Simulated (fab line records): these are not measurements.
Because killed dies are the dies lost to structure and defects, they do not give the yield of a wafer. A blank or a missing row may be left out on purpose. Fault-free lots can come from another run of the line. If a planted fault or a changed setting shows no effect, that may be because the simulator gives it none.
A struck lot beside a sound one + flow n5Finfet + 36 steps out of a route of 1938
Sound: the wafers L268.2, L268.3, L268.5. Struck: wafers L272.3, L272.4. (L272.2 of the same lot was not struck and is left out.) The cause comes at the end.
At each step with rows: each side's tool, then ch and its chambers, then its first start. Under that, the readings that differ: sound wafers + struck wafers + difference of the means + sigmas: that difference in standard deviations of wafers without a fault.
alike: same words and numbers on both sides, and readings whose means sit less than 2 such deviations apart. not compared: any withheld reading, any reading some wafer has no value for, any bound like >300 that may hide the same value, and any number with overlapping values for which the record gives no deviation.
A row with sigmas, a row that says differs or no value, or rows on one side alone: a step with any of these is where the two part. Numbers that don't overlap but have no deviation are shown without sigmas and don't part them. Lack of a reading on every wafer of one side parts them only where that side has two or more wafers.

first, 9 steps without rows for these wafers: N5_PMOS_HMC_CHANNEL_EPI_PRECLEAN_40 (cleans in DHF, time 30 s); N5_PMOS_HMC_CHANNEL_EPI_PRECLEAN_37 (cleans in O3/DIW, time 45 s); N5_PMOS_HMC_CHANNEL_EPI_PRECLEAN_24 (cleans in DHF, time 30 s); N5_PMOS_HMC_CHANNEL_EPI_SRD_25 (time 30 s); N5_PMOS_HMC_CHANNEL_EPI_EPI_26 (deposits Si from SiH4/H2, target thk 3.8 nm, time 22.7 s); N5_FIN_SAQP_PRECLEAN_42 (cleans in O3/DIW, time 60 s); N5_FIN_SAQP_PRECLEAN_00 (cleans in SC1, time 60 s); N5_FIN_SAQP_PRECLEAN_44 (cleans in SC2, time 45 s); N5_FIN_SAQP_SRD_01 (time 30 s).
N5_FIN_SAQP_ALD_61: deposits SiO2, target thk 4 nm, pulse time 1 s, purge time 2 s.
  sound on aldSin-03 ch 1,2,3, day 2 20:09; struck on aldSin-03 ch 0,2, day 3 20:37
| reading                                  | sound            | struck      | difference | sigmas |
|------------------------------------------|------------------|-------------|------------|--------|
| aldCycles                                | 43 43 43         | 41 41       | -2         |        |
| model.SiO2_of_FIN_SAQP_ALD_61.thkNm (nm) | 4.026 4.01 4.028 | 3.797 3.815 | -0.215     |        |
  alike: heaterPowerW, precursorPulseHeightRel
then, 24 steps without rows for these wafers: N5_FIN_SAQP_DENSIFY_62 (time 60 s); N5_FIN_SAQP_HM_DEP_03 (deposits SiNx from SiH4/NH3/N2, target thk 38 nm, time 33.6 s); N5_FIN_SAQP_PECVD_47 (deposits a-Si from SiH4/He, target thk 45 nm, time 36.3 s); N5_FIN_SAQP_PECVD_48 (deposits SiNx from SiH4/NH3/N2, target thk 25 nm, time 22.1 s); N5_FIN_SAQP_PECVD_06 (deposits a-Si from SiH4/He, target thk 60 nm, time 48.1 s); N5_FIN_SAQP_HM_DEP_72 (deposits SiO2 from SiH4/N2O, target thk 12 nm, time 7.2 s); N5_FIN_SAQP_COAT_49 (time 60 s, resist thk 100 nm); N5_FIN_SAQP_COAT_50 (time 60 s, resist thk 35 nm); N5_FIN_SAQP_COAT_10 (resist thk 90 nm); N5_FIN_SAQP_EBR_12; N5_FIN_SAQP_SOFTBAKE_11 (time 60 s); N5_FIN_SAQP_EXPOSE_13 (exposes mask FIN CORE, target cd 35.6 nm); N5_FIN_SAQP_PEB_14 (peb time 60 s); N5_FIN_SAQP_DEVELOP_15 (develop time 30 s); N5_FIN_SAQP_DESCUM_21 (chemistry O2, time 7.9 s); N5_FIN_SAQP_ETCH_51 (etches SiARC in CF4, target depth 45.5 nm, time 75.8 s); N5_FIN_SAQP_ETCH_52 (etches SOC in N2/H2, target depth 100 nm, overetch 20 nm, time 150 s); N5_FIN_SAQP_STRIP_53 (strips in N2/H2); N5_FIN_SAQP_HM_OPEN_73 (chemistry CHF3/O2, target SiO2, stops on a-Si, target depth 12 nm, time 16.8 s); N5_FIN_SAQP_STRIP_74 (strips in CHF3/O2); N5_FIN_SAQP_MANDREL_ETCH_22 (etches a-Si in HBr/Cl2, stops on SiNx, target depth 60 nm, bt time 10 s, time 30 s); N5_FIN_SAQP_STRIP_55 (strips in N2/H2); N5_FIN_SAQP_STRIP_23 (strips in SPM, time 750 s); N5_FIN_SAQP_SRD_66 (time 30 s).
N5_FIN_CUT_CUT_ETCH_27: etches SiO2 in CHF3/O2, target depth 4 nm, overetch 2 nm, time 4.9 s.
  sound on rieDiel-04 ch 1,2,3, day 3 03:17; struck on rieDiel-04 ch 0,2, day 4 03:58
| reading                 | sound            | struck      | difference | sigmas |
|-------------------------|------------------|-------------|------------|--------|
| model.etch.depthNm (nm) | 4.026 4.01 4.028 | 3.797 3.815 | -0.215     |        |
  alike: CHF3_flow_sccm, drypumpMotorCurrentA, oesProductAu, rfVppV, showerheadPlenumPTorr, throttleValvePct
  not compared: rfHoursCounterH
-- the record jumps here: 6 days lie between the struck wafers' starts before and after (it left off in module FIN_CUT and takes up again in module BEOL_M4, whose first step shown is number 1111 of the route) --
N5_BEOL_M4_RC_MEAS_101:
  sound on prober-02 ch 0, day 9 15:13; struck on prober-02 ch 0, day 10 10:16
| reading   | sound                | struck        | difference | sigmas |
|-----------|----------------------|---------------|------------|--------|
| VT_P (mV) | -248.2 -246.7 -246.8 | -253.2 -254.6 | -6.7       | -2     |
  alike: DIBL_N, DIBL_P, IOFF_N, IOFF_P, ION_N, ION_P, SS_N, SS_P, VT_N

== WHERE THEY PART ==
At N5_BEOL_M4_RC_MEAS_101 and nowhere else, as far as this record goes.

WHY: the cause the simulator had injected
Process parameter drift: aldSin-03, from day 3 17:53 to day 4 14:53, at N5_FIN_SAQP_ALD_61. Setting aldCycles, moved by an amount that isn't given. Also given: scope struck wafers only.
